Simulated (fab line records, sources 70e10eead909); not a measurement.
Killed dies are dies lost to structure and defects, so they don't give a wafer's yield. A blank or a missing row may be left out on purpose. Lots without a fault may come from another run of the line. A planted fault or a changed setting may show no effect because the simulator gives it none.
fab line records | flow nand_harc
record lots=7 wafers=21 last_day=24
route steps=1159 shown THIN_TSV@1101 END@1159
lots that met no fault: from a run of the same line without faults
start_h: hours from the record's first day to the start of the lot's first wafer shown | wait_h: hours since the lot's step before | " the same as in the row above | L1.1+2: a row that stands for several wafers | - no value, or no start given | * or withheld: withheld | < > ~ a bound
route shown NAME@n: a module of which the file shows steps, and the number in the route of the first | usual: mean/standard deviation of fault-free wafers | same: alike in all rows | chamber/n: place in a boat | sites: the reading at each site | _std_site: their standard deviation | _edge_site: outer sites' mean less inner sites' | radius_mm: how far each site lies from the wafer's centre | mask NAME#n: copy n | behind: the tool/chamber that last shaped the wafer | hold: why the lot was held/for how many hours/how that ended | device: the transistor (n, p or np) that didn't switch | end of line: the same wafers' tests at the end of the route | a step without rows: its recipe alone | killed: dies lost to structure and defects at the first sort, not the wafer's yield | map: a wafer's dies, x killed, . not, _ none there
set.NAME: the setting as run; set.NAME@STEP: as run at that earlier step | model.NAME: the simulator's own value behind a step, which no gauge read
lots at some steps of the route; a table a step, a row a wafer
services: from which hour (start_h, from the record's first day; less than 0 if before it) a tool's chamber was out of use, for how many hours, and why
## steps
# step NHARC_THIN_TSV_GRIND_00
# recipe target_thk_um=6
# usual motor_current_A=12.001/0.022
# columns lot.wafer tool chamber start_h wait_h motor_current_A
L899.2 grinder-01 0 494.28 69.0 12.000
L899.3 " 0 " " 11.991
L899.6 " 0 " " 12.006
L900.2 grinder-01 0 495.48 70.2 12.000
L900.3 " 0 " " 12.003
L900.4 " 0 " " 12.030
L904.2 grinder-01 0 499.07 34.9 11.985
L904.5 " 0 " " 12.023
L904.6 " 0 " " 12.000
L907.1 grinder-01 0 502.45 14.6 11.955
L907.2 " 0 " " 12.017
L907.4 " 0 " " 11.985
L910.3 grinder-01 0 506.48 6.8 12.044
L910.4 " 0 " " 11.986
L910.5 " 0 " " 12.016
L911.2 grinder-01 0 522.37 2.7 12.047
L911.4 " 0 " " 11.996
L911.6 " 0 " " 12.003
L917.1 grinder-01 0 534.05 2.5 11.993
L917.2 " 0 " " 11.984
L917.5 " 0 " " 12.010
# step NHARC_THIN_TSV_CMP_01
# recipe target_thk_um=3
# usual motor_current_A=13.1/1.3 retaining_ring_pressure_frac=1.000/0.0053
# columns lot.wafer tool chamber start_h wait_h motor_current_A retaining_ring_pressure_frac
L899.2 cmp-03 1 495.36 0.9 12.1 1.003
L899.3 " 2 " " 14.5 0.999
L899.6 " 2 " " 14.8 0.998
L900.4 cmp-04 2 496.50 0.4 15.5 1.009
L900.2 " 3 " " 13.5 1.007
L900.3 " 1 " " 14.6 0.999
L904.2 cmp-03 3 500.10 0.8 12.5 0.998
L904.6 " 2 " " 15.1 0.995
L904.5 " 3 " " 13.1 0.992
L907.2 cmp-02 0 503.68 0.8 13.5 1.005
L907.4 " 1 " " 12.7 0.999
L907.1 " 2 " " 14.3 0.994
L910.3 cmp-04 3 507.34 0.7 13.1 1.008
L910.4 " 0 " " 12.9 0.994
L910.5 " 3 " " 13.6 1.000
L911.2 cmp-02 0 523.42 0.8 13.0 1.005
L911.4 " 3 " " 9.2 1.002
L911.6 " 0 " " 12.6 0.996
L917.1 cmp-03 0 535.34 1.1 13.9 0.998
L917.2 " 1 " " 13.4 1.004
L917.5 " 3 " " 12.3 1.000
# step NHARC_THIN_TSV_THK_MEAS_02
# recipe thk_meas_gauge=ir
# usual thk_nm=2957/210
# columns lot.wafer tool chamber start_h wait_h thk_nm
L899.2 film_metro-01 - 495.62 - 3045
L899.3 " - " " 2826
L899.6 " - " " 2922
L900.2 film_metro-01 - 496.76 - 2838
L900.3 " - " " 2896
L900.4 " - " " 2755
L904.2 film_metro-02 - 500.34 - 3052
L904.5 " - " " 3399
L904.6 " - " " 3185
L907.1 film_metro-01 - 503.95 - 3027
L907.2 " - " " 2818
L907.4 " - " " 2987
L910.3 film_metro-01 - 507.59 0.2 3083
L910.4 " - " " 3029
L910.5 " - " " 2954
L911.2 film_metro-01 - 523.68 - 3293
L911.4 " - " " 3058
L911.6 " - " " 3249
L917.1 film_metro-02 - 535.56 - 2837
L917.2 " - " " 2863
L917.5 " - " " 2982
# step NHARC_THIN_TSV_SRD_03
# step NHARC_THIN_TSV_PRECLEAN_41
# recipe time_s=* temp_c=50 bath_age_min=0 chemistry=SC1
# step NHARC_THIN_TSV_SRD_42
# step NHARC_THIN_TSV_DEP_43
# recipe target_thk_a=13285 temp_c=withheld pressure_torr=6.5 rf_w=900 teos_flow_sccm=161.4 flow_sccm=2650 target_thk_nm=1328.5 gas=O2 material=SiO2
# usual throttle_valve_pct=16.2/0.49
# columns lot.wafer tool chamber start_h wait_h throttle_valve_pct
L899.2 pecvd-02 1 495.89 - 16.7
L899.3 " 2 " " 16.0
L899.6 " 1 " " 16.8
L900.3 pecvd-01 1 496.98 - 15.3
L900.2 " 0 " " 15.7
L900.4 " 1 " " 15.4
L904.2 pecvd-03 0 500.61 - 16.5
L904.5 " 2 " " 15.5
L904.6 " 1 " " 16.8
L907.2 pecvd-03 1 504.18 - 16.5
L907.1 " 2 " " 15.6
L907.4 " 2 " " 15.3
L910.3 pecvd-02 0 507.91 - 16.5
L910.5 " 2 " " 16.0
L910.4 " 0 " " 16.6
L911.2 pecvd-03 2 523.92 - 15.8
L911.4 " 2 " " 15.4
L911.6 " 2 " " 15.7
L917.2 pecvd-03 0 535.83 - 17.0
L917.1 " 1 " " 16.6
L917.5 " 2 " " 15.8
# step NHARC_THIN_TSV_DEHYDRATE_04
# recipe temp_c=150 time_s=120
# step NHARC_THIN_TSV_HMDS_05
# recipe time_s=30
# step NHARC_THIN_TSV_COAT_06
# recipe spin_rpm=*
# step NHARC_THIN_TSV_SOFTBAKE_07
# recipe temp_c=122 time_s=95
# step NHARC_THIN_TSV_EBR_08
# step NHARC_THIN_TSV_EXPOSE_09
# recipe na=0.55 dose_mj=30.7 mask_id=TSV
# usual exposure_dose_mJ_cm2=30.70/0.031
# columns lot.wafer tool chamber start_h wait_h mask exposure_dose_mJ_cm2
L899.2 krf_scanner-01 0 496.40 - TSV#0 30.69
L899.3 " 0 " " TSV#0 30.71
L899.6 " 0 " " TSV#0 30.68
L900.2 krf_scanner-04 0 497.66 - TSV#0 30.76
L900.3 " 0 " " TSV#0 30.76
L900.4 " 0 " " TSV#0 30.72
L904.2 krf_scanner-01 0 501.24 - TSV#0 30.67
L904.5 " 0 " " TSV#0 30.69
L904.6 " 0 " " TSV#0 30.70
L907.1 krf_scanner-02 0 504.86 - TSV#0 30.72
L907.2 " 0 " " TSV#0 30.71
L907.4 " 0 " " TSV#0 30.70
L910.3 krf_scanner-04 0 508.38 - TSV#0 31.23
L910.4 " 0 " " TSV#0 31.27
L910.5 " 0 " " TSV#0 31.26
L911.2 krf_scanner-04 0 524.74 - TSV#0 31.26
L911.4 " 0 " " TSV#0 31.31
L911.6 " 0 " " TSV#0 31.25
L917.1 krf_scanner-04 0 536.46 - TSV#0 31.22
L917.2 " 0 " " TSV#0 31.27
L917.5 " 0 " " TSV#0 31.29
# step NHARC_THIN_TSV_PEB_10
# recipe peb_temp_c=118 peb_time_s=85
# step NHARC_END_SORT_01
# recipe temp_c=25
# usual defect_limited_yield=95.6/1.6 killed_at_array=26/11 killed_at_other=0.4/0.78 killed_at_periphery=3.4/2.4 killed_dies=29/11 killed_open=3.1/1.9 killed_short=1.9/1.4 sort_bin_2_pct=1.3/0.63 sort_bin_3_pct=0.20/0.18 sort_bin_4_pct=2.8/1.1 sort_n_pass=648/11 sort_rim_yield_pct=95/3.4 sort_yield_pct=95.6/1.6
# same gross_dies=677 sort_bin_5_pct[%]=0 sort_bin_6_pct[%]=0 sort_bin_7_pct[%]=0 sort_bin_8_pct[%]=0 sort_rim_n_gross=106.00
# columns lot.wafer tool chamber start_h wait_h defect_limited_yield[%] killed_at_array killed_at_other killed_at_periphery killed_dies killed_open killed_short sort_bin_2_pct[%] sort_bin_3_pct[%] sort_bin_4_pct[%] sort_n_pass sort_rim_yield_pct[%] sort_yield_pct[%]
L899.2 prober-01 0 521.84 2.8 94.1 37 1 2 40 2 1 2.1 0.30 3.5 637 99 94.1
L899.3 prober-01 0 522.63 3.1 94.7 31 0 5 36 11 3 1.6 0.30 3.4 641 93 94.7
L899.6 prober-01 0 525.01 4.0 96.3 24 0 1 25 3 0 0.7 0 3.0 652 93 96.3
L900.2 prober-01 0 529.56 2.8 97.2 15 0 4 19 2 1 1.0 0.15 1.6 658 98 97.2
L900.3 prober-01 0 530.36 3.1 97.3 12 0 6 18 2 2 0.6 0 2.1 659 99 97.3
L900.4 prober-01 0 531.16 3.4 97.0 11 0 9 20 2 1 0.7 0.30 1.9 657 98 97.0
L904.2 prober-02 0 537.51 2.8 96.2 23 0 3 26 3 1 1.5 0.44 1.9 651 98 96.2
L904.5 prober-02 0 539.94 3.8 95.0 33 0 1 34 4 2 1.0 0.44 3.5 643 98 95.0
L904.6 prober-02 0 540.76 4.1 97.0 18 0 2 20 1 2 0.7 0.15 2.1 657 92 97.0
L907.1 prober-01 0 552.26 2.5 96.0 25 0 2 27 3 2 1.3 0.15 2.5 650 94 96.0
L907.2 prober-01 0 553.06 2.8 95.6 29 0 1 30 4 2 1.6 0.15 2.7 647 96 95.6
L907.4 prober-01 0 554.66 3.4 95.4 28 0 3 31 2 3 1.6 0 3.0 646 94 95.4
L910.3 prober-01 0 561.58 3.0 93.5 41 1 2 44 2 1 3.2 0.44 2.8 633 93 93.5
L910.4 prober-01 0 562.37 3.3 93.6 34 3 6 43 4 2 1.9 0.74 3.7 634 90 93.6
L910.5 prober-01 0 563.16 3.7 94.1 31 4 5 40 0 2 2.2 0.15 3.5 637 88 94.1
L911.2 prober-01 0 576.35 2.8 93.4 43 0 2 45 5 0 2.7 0.15 3.8 632 92 93.4
L911.4 prober-01 0 577.97 3.4 95.1 32 1 0 33 2 4 1.3 0.59 3.0 644 99 95.1
L911.6 prober-01 0 579.59 4.1 96.9 20 0 1 21 1 2 1.3 0.15 1.6 656 92 96.9
L917.1 prober-01 0 583.39 2.5 93.6 37 0 6 43 4 3 1.8 0.30 4.3 634 96 93.6
L917.2 prober-01 0 584.20 2.8 96.2 22 0 4 26 3 4 1.5 0.30 2.1 651 93 96.2
L917.5 prober-01 0 586.63 3.7 96.2 19 0 7 26 4 1 1.5 0 2.4 651 88 96.2
# killed by level:class
L899.2 A_CHANNEL_HOLE_D1:chamber_film_flake=16 A_SLIT:chamber_film_flake=11 A_STAIRCASE:chamber_film_flake=4 A_BONDPAD:chamber_film_flake=3 P_CONTACT:geometric_particle:open=1 A_WL_FILL:geometric_particle:short=1 A_CONTACT:geometric_particle:open=1 P_GATE:chamber_film_flake=1
L899.3 A_SLIT:chamber_film_flake=10 A_CHANNEL_HOLE_D1:chamber_film_flake=5 A_CONTACT:geometric_particle:open=4 A_CONTACT:chamber_film_flake=3 A_STAIRCASE:chamber_film_flake=3 P_M2:geometric_particle:open=2 A_CHANNEL_HOLE_D1:geometric_particle:open=2 P_CONTACT:geometric_particle:short=1
L899.6 A_CHANNEL_HOLE_D1:chamber_film_flake=11 A_CONTACT:chamber_film_flake=4 A_STAIRCASE:chamber_film_flake=3 A_SLIT:chamber_film_flake=3 P_M2:geometric_particle:open=1 A_SOURCE_PLATE:geometric_particle:open=1 A_CHANNEL_HOLE_D1:geometric_particle:open=1 A_BONDPAD:chamber_film_flake=1
L900.2 A_WL_FILL:chamber_film_flake=6 A_STAIRCASE:chamber_film_flake=3 P_STI:chamber_film_flake=2 A_CHANNEL_HOLE_D1:chamber_film_flake=2 P_M1:geometric_particle:open=1 A_WL_FILL:geometric_particle:short=1 A_WL_FILL:geometric_particle:open=1 P_ZERO_WELL:chamber_film_flake=1
L900.3 P_STI:chamber_film_flake=4 A_STAIRCASE:chamber_film_flake=3 A_WL_FILL:chamber_film_flake=3 A_SLIT:chamber_film_flake=2 P_M0:geometric_particle:open=1 A_CHANNEL_FILL_D1:geometric_particle:short=1 A_WL_FILL:geometric_particle:short=1 A_CONTACT:geometric_particle:open=1
L900.4 P_GATE:chamber_film_flake=5 A_WL_FILL:chamber_film_flake=5 P_STI:chamber_film_flake=2 P_M1:geometric_particle:open=1 A_WL_FILL:geometric_particle:short=1 A_BLC:geometric_particle:open=1 P_ZERO_WELL:chamber_film_flake=1 A_CHANNEL_HOLE_D1:chamber_film_flake=1
L904.2 A_SLIT:chamber_film_flake=12 A_CHANNEL_HOLE_D1:chamber_film_flake=7 A_STAIRCASE:chamber_film_flake=3 P_STI:geometric_particle:short=1 P_GATE:geometric_particle:open=1 P_CONTACT:geometric_particle:open=1 A_ONON_D1:geometric_particle:open=1
L904.5 A_CHANNEL_HOLE_D1:chamber_film_flake=12 A_SLIT:chamber_film_flake=9 A_WL_FILL:chamber_film_flake=3 A_CONTACT:geometric_particle:open=2 A_WL_FILL:geometric_particle:short=2 A_STAIRCASE:chamber_film_flake=2 A_CHANNEL_FILL_D1:geometric_particle:open=1 A_SGD_CUT:geometric_particle:open=1
L904.6 A_CHANNEL_HOLE_D1:chamber_film_flake=10 A_SLIT:chamber_film_flake=6 P_M2:geometric_particle:short=1 A_CHANNEL_FILL_D1:geometric_particle:short=1 A_CONTACT:geometric_particle:open=1 P_GATE:chamber_film_flake=1
L907.1 A_CHANNEL_HOLE_D1:chamber_film_flake=13 A_STAIRCASE:chamber_film_flake=6 A_ONON_D1:geometric_particle:short=2 A_ONON_D1:geometric_particle:open=1 A_WL_FILL:geometric_particle:open=1 A_CONTACT:geometric_particle:open=1 P_ZERO_WELL:chamber_film_flake=1 P_M0:chamber_film_flake=1
L907.2 A_CHANNEL_HOLE_D1:chamber_film_flake=20 A_STAIRCASE:chamber_film_flake=3 A_CONTACT:geometric_particle:open=2 P_M1:geometric_particle:open=1 A_CHANNEL_HOLE_D1:geometric_particle:open=1 A_CHANNEL_FILL_D1:geometric_particle:short=1 A_WL_FILL:geometric_particle:short=1 A_ZERO_WELL:chamber_film_flake=1
L907.4 A_CHANNEL_HOLE_D1:chamber_film_flake=18 A_STAIRCASE:chamber_film_flake=3 A_CONTACT:chamber_film_flake=2 P_CONTACT:geometric_particle:short=1 P_M0:geometric_particle:open=1 A_SOURCE_PLATE:geometric_particle:short=1 A_WL_FILL:geometric_particle:short=1 A_BLC:geometric_particle:open=1
L910.3 A_CHANNEL_HOLE_D1:chamber_film_flake=25 A_SLIT:chamber_film_flake=7 A_SGD_CUT:chamber_film_flake=4 A_CONTACT:chamber_film_flake=2 P_M0:geometric_particle:open=1 A_SOURCE_PLATE:geometric_particle:short=1 A_WL_FILL:geometric_particle:open=1 P_GATE:chamber_film_flake=1
L910.4 A_SLIT:chamber_film_flake=14 A_CHANNEL_HOLE_D1:chamber_film_flake=10 A_CONTACT:chamber_film_flake=5 HYBRID_BOND:chamber_film_flake=3 P_M0:geometric_particle:short=2 A_CONTACT:geometric_particle:open=2 A_WL_FILL:chamber_film_flake=2 P_M0:geometric_particle:open=1
L910.5 A_CHANNEL_HOLE_D1:chamber_film_flake=13 A_SLIT:chamber_film_flake=7 A_CONTACT:chamber_film_flake=6 P_ZERO_WELL:chamber_film_flake=3 HYBRID_BOND:chamber_film_flake=3 P_GATE:chamber_film_flake=2 A_SGD_CUT:chamber_film_flake=2 A_SGD_CUT:geometric_particle:short=1
L911.2 A_CHANNEL_HOLE_D1:chamber_film_flake=19 A_SLIT:chamber_film_flake=16 A_ONON_D1:geometric_particle:open=1 A_CHANNEL_HOLE_D1:geometric_particle:open=1 A_CHANNEL_FILL_D1:geometric_particle:open=1 A_M0:geometric_particle:open=1 A_M1:geometric_particle:open=1 P_ZERO_WELL:chamber_film_flake=1
L911.4 A_CHANNEL_HOLE_D1:chamber_film_flake=18 A_CHANNEL_FILL_D1:chamber_film_flake=4 A_SLIT:chamber_film_flake=4 A_WL_FILL:geometric_particle:short=2 A_SOURCE_PLATE:geometric_particle:short=1 A_ONON_D1:geometric_particle:short=1 A_WL_FILL:geometric_particle:open=1 A_CONTACT:geometric_particle:open=1
L911.6 A_CHANNEL_HOLE_D1:chamber_film_flake=14 A_SLIT:chamber_film_flake=2 P_M0:geometric_particle:short=1 A_CHANNEL_FILL_D1:geometric_particle:open=1 A_M0:geometric_particle:short=1 A_STAIRCASE:chamber_film_flake=1 A_CONTACT:chamber_film_flake=1
L917.1 A_SLIT:chamber_film_flake=21 A_CONTACT:chamber_film_flake=6 A_CHANNEL_HOLE_D1:chamber_film_flake=3 A_CONTACT:geometric_particle:open=2 P_STI:chamber_film_flake=2 P_M1:chamber_film_flake=2 P_GATE:geometric_particle:open=1 P_M0:geometric_particle:short=1
L917.2 A_CONTACT:chamber_film_flake=7 A_SLIT:chamber_film_flake=5 A_M0:geometric_particle:short=2 P_GATE:chamber_film_flake=2 A_CHANNEL_HOLE_D1:chamber_film_flake=2 P_CONTACT:geometric_particle:short=1 A_CHANNEL_FILL_D1:geometric_particle:short=1 A_WL_FILL:geometric_particle:open=1
L917.5 A_SLIT:chamber_film_flake=6 P_M1:chamber_film_flake=4 A_CHANNEL_HOLE_D1:chamber_film_flake=4 A_CONTACT:chamber_film_flake=3 P_STI:chamber_film_flake=2 P_M0:geometric_particle:open=1 A_ONON_D1:geometric_particle:short=1 A_CHANNEL_FILL_D1:geometric_particle:open=1
## services
# columns tool chamber start_h hours kind
pecvd-01 2 470.39 4.3 repair
cmp-02 - 472.86 0.8 repair
pecvd-03 - 473.18 13.0 pm
pecvd-03 0 473.18 13.0 vent_cycle
pecvd-03 1 473.18 13.0 vent_cycle
pecvd-03 2 473.18 13.0 vent_cycle
cmp-02 - 481.11 1.6 repair
krf_scanner-01 - 481.71 1.0 repair
pecvd-03 0 486.18 - clean
pecvd-03 1 486.18 - clean
pecvd-03 2 486.18 - clean
grinder-01 - 490.59 0.8 repair
cmp-04 - 497.01 4.0 pm
cmp-04 - 501.01 - consumable_replace:conditioner
cmp-04 - 501.01 - consumable_replace:pad
pecvd-01 1 501.68 5.0 repair
krf_scanner-04 - 508.85 9.9 repair
pecvd-03 - 510.36 1.3 repair
pecvd-02 - 515.28 13.0 pm
pecvd-02 0 515.28 13.0 vent_cycle
grinder-01 - 518.39 1.1 repair
pecvd-01 0 522.17 5.7 repair
pecvd-03 0 523.88 7.3 repair
cmp-02 - 524.86 4.0 pm
## key
first_sign step=NHARC_THIN_TSV_EXPOSE_09 reading=exposure_dose_mJ_cm2 direction=up sigmas=18 usual=30.70 struck=31.26
effect none on later readings
met_at NHARC_THIN_TSV_EXPOSE_09
struck_wafers L910.3,L910.4,L910.5,L911.2,L911.4,L911.6,L917.1,L917.2,L917.5
onset_between 497.66 508.38
fault kind=process_parameter_drift tool=krf_scanner-04 chamber=- onset_h=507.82 steps=NHARC_THIN_TSV_EXPOSE_09 channel=dose_mj offset=0.56026 shape=step acts_in=these_recipes_only stated=30.7
